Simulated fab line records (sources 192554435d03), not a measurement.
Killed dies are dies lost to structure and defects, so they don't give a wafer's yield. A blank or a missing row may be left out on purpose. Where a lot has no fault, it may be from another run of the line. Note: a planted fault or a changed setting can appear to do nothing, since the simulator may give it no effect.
8D (eight disciplines) problem report, filled in by code || flow n5_finfet || the parts of the form that need people (team, actions taken, sign-off) are left out

1. WHAT IS WRONG
barrier_field_endpoint_s at N5_BEOL_M7_CMP_52 reads a mean of 15.7 s on 3 wafers of 3 lots; wafers without a fault read 28.8 s with a standard deviation of 0.7. That puts it -19 standard deviations away from the usual mean.
The step: polishes, stops on SiCOH lowk, t overpolish 6.9 s, target thk 80 nm.
Seen first at day 12 03:23 on cmp-02, wafer L354.1. At this step, 30 wafers from 11 lots have a number in the record. By rule, "out" or "out of limits" means more than 4 standard deviations away from the usual mean. All remaining wafers that have a number are taken as sound.

2. WHAT IT IS, AND WHAT IT ISN'T
{"question": "which readings at this step", "is": "barrier_field_endpoint_s, time_to_endpoint_s", "is not": "motor_current_A, overpolish_run_s, pad_life_wafers"}
{"question": "which lots", "is": "L354, L355, L356", "is not": "L347, L357, L360, L361, L362, L363, L365, L368"}
{"question": "which wafers of those lots", "is": "L354.1, L355.1, L356.1", "is not": "L354.6, L355.6, L356.6"}
{"question": "read on which tools", "is": "cmp-02", "is not": "cmp-03, cmp-04"}
{"question": "when", "is": "from day 12 03:23", "is not": "up to then (4 sound wafers); but 23 sound wafers of L355, L356, L357, L360, L361, L362, L363, L365, L368 came after"}

3. SUSPECTS, AND WHAT RULES EACH OUT
Counting: any tool at a process step up to the reading remains a suspect provided it ran every lot that is out. Sound lots after the first of them don't rule it out here, since some wafers of a struck lot are sound.
- cmp-02 at N5_BEOL_M7_CMP_52 (polishes, stops on SiCOH lowk, t overpolish 6.9 s, target thk 80 nm): kept. It ran every lot that is out, first L354 (day 12 03:23). On those wafers its own readings are out: barrier_field_endpoint_s, time_to_endpoint_s.
After counting, what remains is cmp-02 at N5_BEOL_M7_CMP_52.

4. THE CAUSE (what the simulator had put in)
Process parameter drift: cmp-02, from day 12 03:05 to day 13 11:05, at N5_BEOL_M7_CMP_52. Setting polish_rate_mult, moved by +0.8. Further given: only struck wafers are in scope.
This tool alone remained once counting was done.

5. SEQUENCE OF EFFECTS, ordered by route
Each row: a reading whose mean over the struck wafers that have a number lies more than 3 standard deviations from the usual. Only readings for which the record gives a usual standard deviation are gone through. hours: the time from each lot's start at the first step in this table that gives one to its start at this step, as a median over the lots. sigmas: the change in usual standard deviations.
{"hours": 0, "step": "N5_BEOL_M7_CMP_52", "reading": "barrier_field_endpoint_s", "usual": "28.8 s", "on struck wafers": 15.7, "change": -13.1, "sigmas": -19}
{"hours": 0, "step": "N5_BEOL_M7_CMP_52", "reading": "time_to_endpoint_s", "usual": "62.0 s", "on struck wafers": 33.7, "change": -28.3, "sigmas": -11}
Its process steps:
- N5_BEOL_M7_CMP_52: polishes, stops on SiCOH lowk, t overpolish 6.9 s, target thk 80 nm.

6. WHAT WOULD HAVE CAUGHT IT SOONER
In this record the first reading out of limits was taken at day 12 03:23, 0 hours after the fault began at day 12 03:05.
